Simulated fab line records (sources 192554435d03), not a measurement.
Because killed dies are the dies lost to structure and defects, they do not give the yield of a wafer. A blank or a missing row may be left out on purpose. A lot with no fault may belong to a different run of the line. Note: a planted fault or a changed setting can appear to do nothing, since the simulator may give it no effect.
fab line records	flow n5Finfet
record lots=8	wafers=22	lastDay=17
route steps=1938 shown GATE_CUT@467 MOL_CONTACT_COAG@561 BEOL_M4@1111
lots that met no fault: taken from a fault-free run of the same line
startH: the number of hours between the record's first day and the start of the first shown wafer of the lot	waitH: hours since the lot's step before	" the same as in the row above	L1.1+2: a row that stands for several wafers	- either no value or no given start	* or withheld: withheld	< > ~ a bound
route shown NAME@n: names a module that has steps shown in the file, with the first one's number in the route	usual: mean and standard deviation over wafers with no fault	same: alike in all rows	chamber/n: place in a boat	sites: the reading at each site	_std_site: how widely they spread, as a standard deviation	_edge_site: the outer-site mean with the inner-site mean subtracted	radiusMm: how far each site lies from the wafer's centre	mask NAME#n: copy n	behind: tool/chamber where the wafer was last shaped	hold: why the lot went on hold/how many hours it stayed there/how the hold came to an end	device: whichever transistor did not switch (one of n, p or np)	end of line: tests run on the same wafers once the route is complete	a step with no rows: only its recipe	killed: the dies lost at the first sort to structure and to defects; this is not the yield of the wafer	map: shows each die of a wafer: x if killed, . if not, _ if none is there
set.NAME: setting as actually run; set.NAME@STEP: the setting as run at that earlier step	model.NAME: the simulator's own value behind a step, which no gauge read
the route's steps for a sample of lots (tables are steps, rows are wafers)
services: a tool's chamber out of use, with start hour (startH, from the record's first day; less than 0 if before it), hours out, and reason
## steps
# step N5_GATE_CUT_ETCHBACK_30
# recipe chemistry=Cl2/Ar	target=TiN	targetDepthA=30	mode=isotropic	pressureMtorr=10	icpW=600	biasW=60	Cl2_flow_sccm=40	Ar_flow_sccm=60
# usual drypumpMotorCurrentA=6.0/0.42	heBacksideLeakSccm=3.44/0.17	mfcCl2Sccm=39.99/0.11	oesProductAu=0.78/0.083	throttleValvePct=20.65/0.13
lot.wafer	tool	chamber	startH	waitH	drypumpMotorCurrentA	heBacksideLeakSccm	mfcCl2Sccm	oesProductAu	rfHoursCounterH	throttleValvePct
L189.1	rieMetal-02	0	86.19	0.1	6.5	3.22	39.93	0.72	63	20.67
L189.4	"	1	"	"	6.3	3.39	39.92	0.78	-	20.60
L189.5	"	0	"	"	6.5	3.27	39.95	0.72	-	20.65
L190.3	rieMetal-02	1	91.72	0.0	6.3	3.53	39.94	0.77	-	20.63
L190.5	"	0	"	"	6.5	3.40	40.23	0.72	-	20.67
L190.6	"	1	"	"	6.3	3.41	39.77	0.78	-	20.61
L197.1	rieMetal-03	0	129.69	0.1	6.2	3.49	40.15	0.67	86	21.00
L197.4	"	1	"	"	6.0	3.42	39.74	0.87	-	20.59
L199.1	rieMetal-02	1	143.00	0.1	6.4	3.79	40.12	0.76	47	20.62
L199.4	"	1	"	"	6.4	3.83	40.18	0.77	-	20.60
L200.2	rieMetal-03	0	150.44	0.1	6.1	3.61	39.94	0.66	89	21.02
L200.5	"	0	"	"	6.1	3.62	40.04	0.65	-	21.00
L200.6	"	1	"	"	6.0	3.30	39.97	0.86	-	20.59
L201.1	rieMetal-03	0	152.11	0.1	6.2	3.69	39.81	0.66	89	21.03
L201.3	"	1	"	"	6.0	3.31	40.10	0.86	-	20.61
L201.4	"	0	"	"	6.2	3.72	40.04	0.66	-	21.02
L203.1	rieMetal-02	1	164.59	0.1	6.3	3.76	40.02	0.77	49	20.63
L203.2	"	0	"	"	6.5	3.38	40.05	0.71	70	20.66
L203.3	"	1	"	"	6.3	3.83	39.98	0.77	-	20.64
L211.1	rieMetal-02	0	214.64	0.1	6.5	3.29	39.75	0.69	75	20.69
L211.3	"	0	"	"	6.5	3.37	39.99	0.70	-	20.69
L211.5	"	0	"	"	6.5	3.36	39.87	0.69	-	20.69
# step N5_GATE_CUT_SAC_CAP_01
# recipe material=SiNx	targetThkA=240	tempC=400	aldPrecursorFamily=SiH2I2	aldCoReactant=N2/H2-plasma	pulseTimeS=1	aldCycles=480	purgeTimeS=2	coReactantPurgeTimeS=2	pressureTorr=2
# usual aldCycles=480/0	heaterPowerW=829/53	precursorPulseHeightRel=1.003/0.019
lot.wafer	tool	chamber	startH	waitH	aldCycles	heaterPowerW	precursorPulseHeightRel
L189.1	aldSin-03	0	86.90	0.3	480	893	0.986
L189.4	"	3	"	"	480	769	0.984
L189.5	"	1	87.99	1.4	480	841	1.027
L190.3	aldSin-03	1	93.12	0.8	480	836	1.022
L190.5	"	1	94.20	1.9	480	841	0.992
L190.6	"	0	"	"	480	904	0.996
L197.1	aldSin-03	2	130.21	0.0	273	789	0.998
L197.4	"	1	"	"	480	822	1.042
L199.1	aldSin-03	2	143.85	0.5	273	802	0.995
L199.4	"	1	"	"	480	871	1.009
L200.2	aldSin-03	0	150.84	0.0	480	929	0.986
L200.5	"	3	151.93	1.1	480	767	0.999
L200.6	"	2	"	"	273	819	1.000
L201.1	aldSin-04	3	152.97	0.4	480	765	1.024
L201.3	"	2	"	"	480	766	1.001
L201.4	"	1	"	"	480	883	0.973
L203.1	aldSin-04	0	165.00	0.0	480	924	1.003
L203.2	"	1	"	"	480	896	0.994
L203.3	"	3	"	"	480	777	0.994
L211.1	aldSin-03	0	215.04	0.0	480	884	1.030
L211.3	"	3	"	"	480	733	1.043
L211.5	"	2	216.13	1.1	480	753	1.007
# step N5_GATE_CUT_CMP_02
# recipe stopOn=SiO2	tOverpolishS=12.7	postCmpClean=alkalineBrush	downForcePsi=2.5	platenRpm=51.8	padVelocityMS=1.0307	targetThkNm=0
# usual motorCurrentA=8.6/1.3	padLifeWafers=1027/750
lot.wafer	tool	chamber	startH	waitH	motorCurrentA	padLifeWafers
L189.1	cmp-01	2	89.23	0.1	8.9	48
L189.4	"	1	"	"	8.7	51
L189.5	"	3	"	"	9.6	-
L190.3	cmp-03	1	95.42	0.1	10.2	1825
L190.5	"	0	"	"	7.2	-
L190.6	"	1	"	"	10.3	-
L197.1	cmp-03	1	132.47	0.1	10.5	2142
L197.4	"	3	"	"	10.3	2144
L199.1	cmp-01	3	146.16	0.1	9.5	505
L199.4	"	1	"	"	8.7	507
L200.2	cmp-03	2	153.11	0.1	7.2	108
L200.5	"	2	"	"	6.9	-
L200.6	"	3	"	"	11.0	-
L201.3	cmp-03	0	155.24	0.1	6.9	120
L201.4	"	2	"	"	7.5	122
L201.1	"	3	"	"	11.0	123
L203.2	cmp-04	0	167.29	0.1	9.6	1854
L203.1	"	1	"	"	8.4	1855
L203.3	"	3	"	"	7.9	1857
L211.3	cmp-01	0	217.39	0.1	6.8	1064
L211.1	"	1	"	"	8.6	1065
L211.5	"	3	"	"	9.6	-
# step N5_GATE_CUT_ETCH_28
# recipe chemistry=N2/H2	target=underlayer	targetDepthA=130	maskMaterial=CAR-EUV	timeS=10.4	ionEnergyEv=200	pressureMtorr=30	sourceW=840	biasW=150	n2FlowSccm=200	h2FlowSccm=200	ends=cleared
# usual drypumpMotorCurrentA=5.8/0.51	etchRfOnTimeS=10.41/0.15	oesProductAu=0.63/0.052	rfVppV=523.4/2.1	showerheadPlenumPTorr=2.53/0.075	throttleValvePct=17.97/0.24
lot.wafer	tool	chamber	startH	waitH	drypumpMotorCurrentA	etchRfOnTimeS	oesProductAu	rfHoursCounterH	rfVppV	showerheadPlenumPTorr	throttleValvePct
L189.1	rieDiel-02	0	90.06	0.0	6.0	10.60	0.61	187	523.9	2.53	18.29
L189.4	"	1	"	"	5.9	10.42	0.60	-	521.3	2.41	17.85
L189.5	"	0	"	"	6.0	10.59	0.61	-	522.6	2.53	18.30
L190.3	rieDiel-02	0	96.25	0.0	6.1	10.60	0.62	190	523.7	2.53	18.29
L190.5	"	1	"	"	5.9	10.33	0.60	-	520.9	2.41	17.85
L190.6	"	2	"	"	5.6	10.29	0.67	-	523.9	2.57	17.59
L197.1	rieDiel-04	2	133.44	0.0	5.5	10.33	0.67	153	526.9	2.65	17.83
L197.4	"	0	"	"	6.1	10.49	0.62	166	523.6	2.53	17.84
L199.1	rieDiel-04	1	146.94	0.0	6.6	10.26	0.66	151	521.2	2.44	18.07
L199.4	"	0	"	"	6.1	10.36	0.62	170	524.9	2.53	17.86
L200.2	rieDiel-02	3	153.93	0.0	4.8	10.31	0.64	178	523.7	2.53	18.10
L200.5	"	3	"	"	4.8	10.38	0.64	-	522.8	2.53	18.06
L200.6	"	2	"	"	5.6	10.35	0.65	-	524.4	2.56	17.62
L201.1	rieDiel-02	0	156.19	0.0	6.0	10.55	0.60	209	523.2	2.52	18.33
L201.3	"	1	"	"	5.9	10.27	0.86	0	528.4	2.73	17.47
L201.4	"	2	"	"	5.6	10.32	0.66	130	522.8	2.56	17.63
L203.1	rieDiel-05	3	168.24	0.0	5.6	10.70	0.61	196	522.8	2.52	18.30
L203.2	"	1	"	"	6.7	10.12	0.61	204	524.5	2.52	18.07
L203.3	"	2	"	"	5.5	10.53	0.60	239	522.8	2.51	17.96
L211.1	rieDiel-04	1	218.14	0.0	6.6	10.31	0.64	172	521.0	2.43	18.10
L211.3	"	2	"	"	5.5	10.36	0.65	180	524.4	2.64	17.88
L211.5	"	0	"	"	6.1	10.42	0.62	-	522.2	2.52	17.90
# step N5_MOL_CONTACT_COAG_THK_MEAS_29
# recipe reads=SiNx_of_GATE_CUT_PECVD_57+SiNx_of_GATE_CUT_SAC_CAP_01
# usual MD_CAP_THK=17.91/0.08
lot.wafer	tool	chamber	startH	waitH	MD_CAP_THK[nm]
L189.1	filmMetro-01	-	106.25	-	17.82
L189.4	"	-	"	"	18.03
L189.5	"	-	"	"	17.93
L190.3	filmMetro-02	-	111.13	-	18.00
L190.5	"	-	"	"	17.97
L190.6	"	-	"	"	17.99
L197.1	filmMetro-01	-	147.71	-	10.09
L197.4	"	-	"	"	17.82
L199.1	filmMetro-01	-	161.76	-	10.04
L199.4	"	-	"	"	17.91
L200.2	filmMetro-01	-	167.92	-	17.89
L200.5	"	-	"	"	17.90
L200.6	"	-	"	"	10.19
L201.1	filmMetro-02	-	168.17	-	17.92
L201.3	"	-	"	"	17.86
L201.4	"	-	"	"	17.92
L203.1	filmMetro-02	-	183.38	-	17.90
L203.2	"	-	"	"	17.93
L203.3	"	-	"	"	17.88
L211.1	filmMetro-02	-	230.24	-	17.85
L211.3	"	-	"	"	17.96
L211.5	"	-	"	"	17.95
# step N5_MOL_CONTACT_COAG_ETCH_47
# recipe chemistry=CH3F/O2	target=SiNx	targetDepthA=270	maskMaterial=SiO2	stopOn=W	overEtchFrac=0.2	ionEnergyEv=120	endpoint=OES-CN	pressureMtorr=30	sourceW=395	biasW=73	Ar_flow_sccm=150	CH3F_flow_sccm=30	O2_flow_sccm=20	ends=endPoint
# usual drypumpMotorCurrentA=5.7/0.38	etchRfOnTimeS=31.2/0.47	oesProductAu=0.71/0.066	rfVppV=298.1/2.1	showerheadPlenumPTorr=2.03/0.071	throttleValvePct=16.40/0.26
lot.wafer	tool	chamber	startH	waitH	drypumpMotorCurrentA	etchRfOnTimeS	oesProductAu	rfHoursCounterH	rfVppV	showerheadPlenumPTorr	throttleValvePct
L189.1	rieDiel-06	2	109.20	0.0	6.8	30.9	0.69	152	300.7	2.01	16.78
L189.4	"	0	"	"	5.7	31.0	0.70	114	297.4	2.01	16.37
L189.5	"	1	"	"	5.8	30.9	0.76	-	295.5	1.95	16.52
L190.3	rieDiel-03	0	113.10	0.0	6.0	31.4	0.66	198	298.9	2.07	16.65
L190.5	"	3	"	"	5.1	31.6	0.64	-	296.1	1.91	16.54
L190.6	"	0	"	"	6.0	31.3	0.66	-	299.4	2.07	16.62
L197.1	rieDiel-06	0	150.36	0.0	5.7	17.6	0.69	130	296.5	2.01	16.40
L197.4	"	2	"	"	6.8	31.7	0.67	167	300.4	2.00	16.81
L199.1	rieDiel-03	3	163.37	0.0	5.1	18.3	0.63	214	296.0	1.90	16.56
L199.4	"	0	"	"	6.0	31.6	0.64	215	299.9	2.06	16.66
L200.2	rieDiel-03	2	169.73	0.0	5.7	31.1	0.72	104	300.0	2.10	16.47
L200.5	"	2	"	"	5.7	31.4	0.72	-	300.0	2.10	16.46
L200.6	"	1	"	"	5.8	17.8	0.80	-	295.9	2.13	16.02
L201.1	rieDiel-03	2	171.01	0.0	5.6	30.8	0.72	104	298.9	2.10	16.47
L201.3	"	0	"	"	6.0	31.1	0.65	218	299.0	2.06	16.66
L201.4	"	1	"	"	5.8	31.3	0.80	31	297.2	2.13	16.03
L203.1	rieDiel-03	3	185.28	0.0	5.1	32.1	0.63	222	294.8	1.90	16.59
L203.2	"	2	"	"	5.7	31.5	0.71	109	300.0	2.10	16.49
L203.3	"	0	"	"	6.0	31.5	0.64	223	300.1	2.06	16.66
L211.1	rieDiel-01	3	231.82	0.0	6.1	30.4	0.80	23	297.3	1.95	15.89
L211.3	"	0	"	"	5.5	31.0	0.77	51	297.1	1.95	16.62
L211.5	"	1	"	"	5.5	30.8	0.72	-	296.4	2.01	16.04
# step N5_BEOL_M4_RC_MEAS_101
# usual DIBL_N=36.3/1.2	DIBL_P=36.3/1.4	IOFF_N=0.157/0.02	IOFF_P=0.22/0.033	ION_N=675/9.6	ION_P=465/8.2	SS_N=71.4/0.45	SS_P=73.3/0.54	VT_N=249.8/2.5	VT_P=-249/3.2
lot.wafer	tool	chamber	startH	waitH	DIBL_N[mV/V]	DIBL_P[mV/V]	IOFF_N[nA/um]	IOFF_P[nA/um]	ION_N[uA/um]	ION_P[uA/um]	SS_N[mV/dec]	SS_P[mV/dec]	VT_N[mV]	VT_P[mV]
L189.1	prober-01	0	170.35	0.0	37.2	38.5	0.169	0.23	681	466	71.4	72.8	246.2	-249
L189.4	"	0	"	"	36.6	37.3	0.150	0.21	676	467	71.6	72.7	249.8	-251
L189.5	"	0	"	"	35.3	36.4	0.137	0.20	661	457	71.5	73.0	251.9	-252
L190.3	prober-02	0	203.36	0.3	36.7	37.4	0.161	0.24	684	475	72.0	73.4	247.5	-247
L190.5	"	0	"	"	37.9	38.7	0.190	0.26	687	467	71.9	74.0	248.9	-249
L190.6	"	0	"	"	36.8	37.3	0.162	0.23	678	468	71.4	74.3	249.6	-249
L197.1	prober-01	0	247.92	0.0	37.6	35.5	0.165	0.23	679	464	71.4	73.5	250.5	-247
L197.4	"	0	"	"	37.8	36.7	0.176	0.25	688	474	71.1	73.4	247.2	-245
L199.1	prober-02	0	251.22	0.0	37.4	35.5	0.168	0.23	683	466	70.9	73.8	249.0	-249
L199.4	"	0	"	"	36.9	35.0	0.162	0.21	680	466	71.2	73.2	248.9	-247
L200.2	prober-01	0	263.83	0.2	37.4	38.4	0.177	0.21	680	462	72.0	73.6	248.5	-253
L200.5	"	0	"	"	36.5	36.9	0.157	0.18	669	459	71.7	73.1	249.4	-253
L200.6	"	0	"	"	36.8	36.2	0.153	0.18	665	451	72.0	73.3	250.3	-254
L201.1	prober-01	0	269.43	0.0	37.2	37.3	0.182	0.25	680	475	71.3	73.5	248.5	-246
L201.3	"	0	"	"	35.8	36.4	0.173	0.24	680	472	71.3	73.9	249.2	-245
L201.4	"	0	"	"	36.2	36.6	0.173	0.23	677	465	71.1	72.8	247.7	-246
L203.1	prober-02	0	276.89	0.0	37.1	37.0	0.156	0.22	666	459	71.4	74.0	250.1	-249
L203.2	"	0	"	"	36.4	36.4	0.154	0.21	671	457	72.1	73.0	252.0	-251
L203.3	"	0	"	"	34.7	34.0	0.120	0.18	660	453	70.6	73.4	254.0	-253
L211.1	prober-01	0	307.20	0.0	35.7	36.1	0.147	0.25	673	469	71.2	73.3	249.2	-246
L211.3	"	0	"	"	37.4	37.9	0.182	0.28	675	473	71.5	74.0	246.1	-245
L211.5	"	0	"	"	36.5	36.6	0.170	0.26	667	464	71.8	73.9	247.4	-246
## services
tool	chamber	startH	hours	kind
rieDiel-03	-	65.58	0.2	repair
cmp-01	-	79.11	4.0	pm
aldSin-04	3	85.24	15.2	repair
rieDiel-02	3	86.41	11.3	repair
rieDiel-04	3	97.35	10.8	repair
rieDiel-04	-	100.48	4.0	repair
rieDiel-01	3	105.15	7.8	repair
cmp-04	-	108.90	1.5	repair
cmp-01	-	122.73	1.6	repair
cmp-01	-	132.47	1.0	repair
cmp-03	-	133.15	4.0	pm
rieDiel-02	-	139.51	0.9	repair
cmp-03	-	139.82	3.8	repair
cmp-01	-	151.87	0.2	repair
rieDiel-06	-	174.50	0.2	repair
aldSin-03	-	176.81	14.0	pm
aldSin-03	0	176.81	14.0	ventCycle
cmp-03	-	186.94	8.3	pm
rieDiel-03	1	191.39	1.3	repair
cmp-04	-	192.11	4.0	pm
rieDiel-02	0	202.66	7.8	repair
rieDiel-02	2	206.69	6.6	repair
cmp-01	-	223.63	1.2	repair
aldSin-03	1	227.38	3.0	repair
## key
firstSign step=N5_GATE_CUT_SAC_CAP_01	reading=aldCycles	direction=down	sigmas=99+	usual=*	struck=*
effect step=N5_MOL_CONTACT_COAG_THK_MEAS_29	reading=MD_CAP_THK	direction=down	sigmas=98	usual=17.91	struck=10.11
effect step=N5_MOL_CONTACT_COAG_ETCH_47	reading=etchRfOnTimeS	direction=down	sigmas=28	usual=*	struck=*
metAt N5_GATE_CUT_SAC_CAP_01
struckLots L197,L199,L200
struckWafers L197.1,L199.1,L200.6
notActingAt N5_GATE_CUT_ETCHBACK_30,N5_GATE_CUT_CMP_02,N5_GATE_CUT_ETCH_28
onsetBetween 93.12 130.21
fault kind=processParameterDrift	tool=aldSin-03	chamber=-	onsetH=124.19	steps=N5_GATE_CUT_SAC_CAP_01	channel=aldCycles	offset=*	shape=step	endH=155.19	scope=struckWafersOnly	actsIn=*	stated=*
